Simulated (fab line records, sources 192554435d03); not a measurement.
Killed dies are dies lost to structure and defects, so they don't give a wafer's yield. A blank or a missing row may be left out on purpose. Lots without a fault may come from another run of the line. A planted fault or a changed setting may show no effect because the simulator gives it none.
fab line records | flow n5_finfet
record lots=12 wafers=31 last_day=17
route steps=1938 shown HKMG_FIN@398
lots that met no fault: from a run of the same line without faults
start_h: hours from the record's first day to the start of the lot's first wafer shown | wait_h: hours since the lot's step before | " the same as in the row above | L1.1+2: a row that stands for several wafers | - no value, or no start given | * or withheld: withheld | < > ~ a bound
route shown NAME@n: a module of which the file shows steps, and the number in the route of the first | usual: mean/standard deviation of fault-free wafers | same: alike in all rows | chamber/n: place in a boat | sites: the reading at each site | _std_site: their standard deviation | _edge_site: outer sites' mean less inner sites' | radius_mm: how far each site lies from the wafer's centre | mask NAME#n: copy n | behind: the tool/chamber that last shaped the wafer | hold: why the lot was held/for how many hours/how that ended | device: the transistor (n, p or np) that didn't switch | end of line: the same wafers' tests at the end of the route | a step without rows: its recipe alone | killed: dies lost to structure and defects at the first sort, not the wafer's yield | map: a wafer's dies, x killed, . not, _ none there
set.NAME: the setting as run; set.NAME@STEP: as run at that earlier step | model.NAME: the simulator's own value behind a step, which no gauge read
steps of the route over a sample of lots; a table a step, a row a wafer
services: from which hour (start_h, from the record's first day; less than 0 if before it) a tool's chamber was out of use, for how many hours, and why
## steps
# step N5_HKMG_FIN_CD_MEAS_49
# recipe target_cd_nm=202 landing_energy_ev=500 detector=se_inlens polarity=opening
# usual cd_nm=202.6/0.79
# columns lot.wafer tool chamber start_h wait_h cd_nm
L400.4 cd_sem-01 0 77.38 - 201.5
L400.5 " 0 " " 201.4
L400.6 " 0 " " 201.5
L406.1 cd_sem-01 0 115.21 - 202.8
L406.6 " 0 " " 203.4
L410.2 cd_sem-02 0 139.78 - 202.8
L410.4 " 0 " " 202.2
L410.5 " 0 " " 203.8
L411.3 cd_sem-03 0 142.42 - 201.4
L411.6 " 0 " " 202.9
L413.1 cd_sem-01 0 154.89 - 202.9
L413.5 " 0 " " 203.1
L415.1 cd_sem-03 0 169.58 - 201.0
L415.3 " 0 " " 202.3
L415.5 " 0 " " 201.8
L416.2 cd_sem-03 0 171.96 - 202.7
L416.6 " 0 " " 201.6
L417.1 cd_sem-03 0 178.12 - 202.3
L417.2 " 0 " " 203.3
L418.2 cd_sem-02 0 183.16 - 202.7
L418.3 " 0 " " 203.2
L418.4 " 0 " " 202.9
L420.2 cd_sem-01 0 197.98 - 203.8
L420.5 " 0 " " 204.1
L420.6 " 0 " " 202.7
L421.4 cd_sem-03 0 206.15 - 203.1
L421.5 " 0 " " 204.0
L421.6 " 0 " " 203.2
L422.2 cd_sem-02 0 213.86 - 202.9
L422.4 " 0 " " 200.9
L422.6 " 0 " " 202.7
# step N5_HKMG_FIN_ETCH_31
# recipe chemistry=CF4 target=SiARC target_depth_a=455 mask_material=CAR-ArF time_s=75.8 ion_energy_ev=80 pressure_mtorr=40 source_w=545 bias_w=36 Ar_flow_sccm=100 cf4_flow_sccm=100 ends=cleared
# usual drypump_motor_current_A=5.8/0.44 etch_rf_on_time_s=76.6/2 oes_product_au=0.70/0.076 rf_vpp_V=183.8/0.95 showerhead_plenum_p_Torr=2.14/0.052 throttle_valve_pct=15.63/0.24
# columns lot.wafer tool chamber start_h wait_h drypump_motor_current_A etch_rf_on_time_s oes_product_au rf_hours_counter_h rf_vpp_V showerhead_plenum_p_Torr throttle_valve_pct
L400.4 rie_diel-01 1 80.74 0.0 5.8 78.9 0.60 190 184.8 2.11 16.07
L400.5 " 1 " " 5.8 78.7 0.60 - 184.0 2.11 16.07
L400.6 " 2 " " 5.3 74.8 0.68 - 185.0 2.25 15.62
L406.1 rie_diel-01 0 118.60 0.0 6.3 76.4 0.68 119 182.8 2.19 15.74
L406.6 " 1 " " 5.8 79.8 0.59 - 184.0 2.10 16.08
L410.2 rie_diel-01 2 143.38 0.0 5.3 75.5 0.66 123 186.6 2.24 15.68
L410.4 " 1 " " 5.7 80.1 0.58 211 182.9 2.10 16.10
L410.5 " 0 " " 6.3 77.2 0.67 - 183.5 2.18 15.75
L411.3 rie_diel-01 1 146.00 0.0 5.7 78.8 0.59 212 183.6 2.10 16.10
L411.6 " 1 " " 5.8 79.0 0.59 - 183.9 2.10 16.10
L413.1 rie_diel-04 2 159.05 0.0 5.4 74.6 0.81 12 183.0 2.09 15.28
L413.5 " 3 " " 6.0 73.2 0.82 - 182.7 2.11 15.31
L415.1 rie_diel-04 1 173.08 0.0 5.5 74.5 0.73 50 183.3 2.18 15.58
L415.3 " 0 " " 5.9 77.7 0.67 122 182.8 2.06 15.51
L415.5 " 3 " " 6.0 74.3 0.81 - 183.1 2.11 15.31
L416.2 rie_diel-04 1 175.46 0.0 5.4 75.5 0.74 51 183.5 2.18 15.59
L416.6 " 1 " " 5.4 75.3 0.74 - 185.5 2.18 15.59
L417.1 rie_diel-04 3 181.61 0.0 6.0 74.0 0.80 24 182.8 2.11 15.34
L417.2 " 2 " " 5.4 75.4 0.80 18 184.5 2.09 15.29
L418.2 rie_diel-04 0 187.12 0.0 5.9 77.5 0.66 127 184.4 2.06 15.53
L418.3 " 3 " " 6.1 73.8 0.80 25 183.7 2.11 15.33
L418.4 " 1 " " 5.4 75.0 0.73 56 183.8 2.17 15.60
L420.2 rie_diel-04 3 201.76 0.0 6.0 74.5 0.78 30 182.7 2.11 15.36
L420.5 " 0 " " 5.9 77.9 0.65 - 184.5 2.06 15.52
L420.6 " 1 " " 5.4 76.5 0.72 - 183.5 2.17 15.62
L421.4 rie_diel-04 2 209.96 0.0 5.4 76.4 0.76 28 183.9 2.09 15.30
L421.5 " 0 " " 5.9 78.0 0.66 - 182.2 2.06 15.53
L421.6 " 3 " " 6.0 74.6 0.78 - 181.9 2.10 15.36
L422.2 rie_diel-01 3 217.90 0.0 6.0 76.8 0.67 110 183.5 2.17 15.82
L422.4 " 1 " " 5.7 77.7 0.57 235 183.4 2.09 16.16
L422.6 " 3 " " 6.0 77.0 0.67 - 184.4 2.17 15.81
# step N5_HKMG_FIN_ETCH_35
# recipe chemistry=N2/H2 target=SOC target_depth_a=2158 ion_energy_ev=65 bias_w=5 source_w=3000 time_s=243.4 pressure_mtorr=30 n2_flow_sccm=200 h2_flow_sccm=200
# usual drypump_motor_current_A=5.8/0.44 oes_product_au=0.82/0.088 rf_vpp_V=141.5/0.95 run_length_s=266.7/0.4 showerhead_plenum_p_Torr=2.54/0.062 throttle_valve_pct=17.9/0.33
# columns lot.wafer tool chamber start_h wait_h drypump_motor_current_A oes_product_au rf_hours_counter_h rf_vpp_V run_length_s showerhead_plenum_p_Torr throttle_valve_pct
L400.4 rie_diel-01 1 81.01 0.0 5.7 0.70 190 141.6 266.8 2.53 18.6
L400.5 " 1 " " 5.8 0.70 - 140.4 267.0 2.53 18.6
L400.6 " 2 " " 5.3 0.80 - 141.9 266.9 2.67 17.9
L406.1 rie_diel-01 0 118.87 0.0 6.3 0.81 119 140.7 266.7 2.59 18.0
L406.6 " 1 " " 5.8 0.69 - 141.8 208.3 2.53 18.6
L410.2 rie_diel-01 2 143.65 0.0 5.3 0.77 123 142.3 266.5 2.66 18.0
L410.4 " 1 " " 5.8 0.69 212 139.2 208.8 2.52 18.6
L410.5 " 0 " " 6.3 0.78 - 141.7 266.6 2.58 18.0
L411.3 rie_diel-01 1 146.27 0.0 5.8 0.68 213 139.3 267.3 2.53 18.6
L411.6 " 1 " " 5.8 0.69 - 141.4 208.3 2.53 18.6
L413.1 rie_diel-04 2 159.32 0.0 5.4 0.94 12 140.8 266.9 2.52 17.7
L413.5 " 3 " " 6.0 0.95 - 141.1 266.4 2.48 17.5
L415.1 rie_diel-04 1 173.35 0.0 5.5 0.86 50 142.2 267.1 2.60 17.8
L415.3 " 0 " " 5.9 0.76 122 141.6 267.0 2.47 18.0
L415.5 " 3 " " 6.1 0.95 - 141.4 266.4 2.48 17.4
L416.2 rie_diel-04 1 175.73 0.0 5.5 0.85 51 140.2 267.0 2.60 17.8
L416.6 " 1 " " 5.5 0.85 - 141.1 267.8 2.60 17.8
L417.1 rie_diel-04 3 181.88 0.0 6.0 0.94 24 142.7 266.5 2.47 17.5
L417.2 " 2 " " 5.3 0.92 18 141.7 267.5 2.52 17.7
L418.2 rie_diel-04 0 187.39 0.0 5.9 0.75 127 141.0 267.2 2.47 18.0
L418.3 " 3 " " 6.0 0.94 26 140.8 266.4 2.47 17.5
L418.4 " 1 " " 5.4 0.85 56 142.1 267.0 2.60 17.8
L420.2 rie_diel-04 3 202.03 0.0 6.0 0.93 30 140.9 266.5 2.47 17.5
L420.5 " 0 " " 5.9 0.76 - 140.9 267.1 2.47 18.0
L420.6 " 1 " " 5.4 0.84 - 142.7 267.1 2.60 17.9
L421.4 rie_diel-04 2 210.23 0.0 5.4 0.90 28 140.3 267.1 2.51 17.7
L421.5 " 0 " " 5.9 0.76 - 141.3 267.2 2.47 18.0
L421.6 " 3 " " 6.0 0.92 - 140.1 266.4 2.47 17.5
L422.2 rie_diel-01 3 218.17 0.0 6.0 0.79 110 141.0 266.6 2.55 17.9
L422.4 " 1 " " 5.8 0.68 235 142.7 267.0 2.52 18.7
L422.6 " 3 " " 6.0 0.80 - 140.9 266.6 2.55 17.9
# step N5_HKMG_FIN_STRIP_19
# recipe chemistry=N2/H2 power_w=2500 temp_c=300 h2_frac=0.65 time_s=360 pressure_mtorr=withheld n2_flow_sccm=1750 h2_flow_sccm=3250
# usual drypump_motor_current_A=6.0/0.6 heater_power_w=531/45
# columns lot.wafer tool chamber start_h wait_h drypump_motor_current_A heater_power_w rf_hours_counter_h
L400.4 plasma_asher-02 0 81.42 0.1 6.7 557 -
L400.5 " 1 " " 5.9 459 -
L400.6 " 0 " " 6.7 558 -
L406.1 plasma_asher-02 0 119.24 0.0 6.8 570 94
L406.6 " 0 " " 6.7 554 -
L410.2 plasma_asher-01 1 143.95 0.0 6.4 545 50
L410.4 " 0 " " 5.1 576 -
L410.5 " 0 " " 5.1 578 -
L411.3 plasma_asher-02 1 146.68 0.1 5.9 466 -
L411.6 " 1 " " 5.9 454 -
L413.1 plasma_asher-02 1 159.62 0.0 5.9 462 102
L413.5 " 1 " " 5.9 471 -
L415.1 plasma_asher-02 0 173.65 0.0 6.7 577 105
L415.3 " 0 " " 6.7 577 -
L415.5 " 1 " " 5.9 463 -
L416.2 plasma_asher-01 1 176.06 0.1 6.3 536 57
L416.6 " 1 " " 6.3 544 -
L417.1 plasma_asher-02 1 182.17 0.0 5.9 457 107
L417.2 " 0 " " 6.7 568 107
L418.2 plasma_asher-01 1 187.68 0.0 6.4 535 59
L418.3 " 1 " " 6.3 550 -
L418.4 " 0 " " 5.1 564 -
L420.2 plasma_asher-02 0 202.32 0.0 6.7 579 110
L420.5 " 1 " " 5.9 464 -
L420.6 " 0 " " 6.7 558 -
L421.4 plasma_asher-02 0 210.64 0.1 6.7 564 -
L421.5 " 1 " " 5.9 461 -
L421.6 " 0 " " 6.8 555 -
L422.2 plasma_asher-02 1 218.46 0.0 5.9 458 114
L422.4 " 0 " " 6.7 576 -
L422.6 " 1 " " 5.9 461 -
## services
# columns tool chamber start_h hours kind
rie_diel-04 0 87.45 6.6 repair
rie_diel-04 3 94.41 - clean
rie_diel-04 3 94.41 - consumable_replace:focus_ring
rie_diel-04 2 108.99 - clean
rie_diel-04 2 108.99 - consumable_replace:focus_ring
rie_diel-04 2 108.99 10.1 scheduled_down
rie_diel-04 2 108.99 10.1 vent_cycle
rie_diel-04 - 148.85 0.1 repair
plasma_asher-02 - 149.07 2.7 pm
rie_diel-04 2 172.28 4.3 repair
rie_diel-04 - 190.71 1.6 repair
## key
first_sign step=N5_HKMG_FIN_ETCH_35 reading=run_length_s direction=down sigmas=99+ usual=* struck=*
effect none on later readings
met_at N5_HKMG_FIN_ETCH_35
struck_lots L406,L410,L411
struck_wafers L406.6,L410.4,L411.6
tester_left_out L406,L410,L411
baseline_loss step=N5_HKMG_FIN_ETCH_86 wafers=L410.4
not_acting_at N5_HKMG_FIN_CD_MEAS_49,N5_HKMG_FIN_ETCH_31,N5_HKMG_FIN_STRIP_19
onset_between 81.01 118.87
fault kind=process_parameter_drift tool=rie_diel-01 chamber=- onset_h=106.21 steps=N5_HKMG_FIN_ETCH_35 channel=time_s offset=* shape=step end_h=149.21 scope=struck_wafers_only acts_in=* stated=*
# tester_left_out: of these lots the tester's yield and bins aren't shown, on N5 and GAA mostly nor the transistor test; their killed dies are dies lost to structure and defects alone, not to doping, threshold or leakage, so they don't give the yield
# baseline_loss: these wafers lose ten dies or more at that step, a loss of the line's own and not of a fault; the sort's usual values leave them out
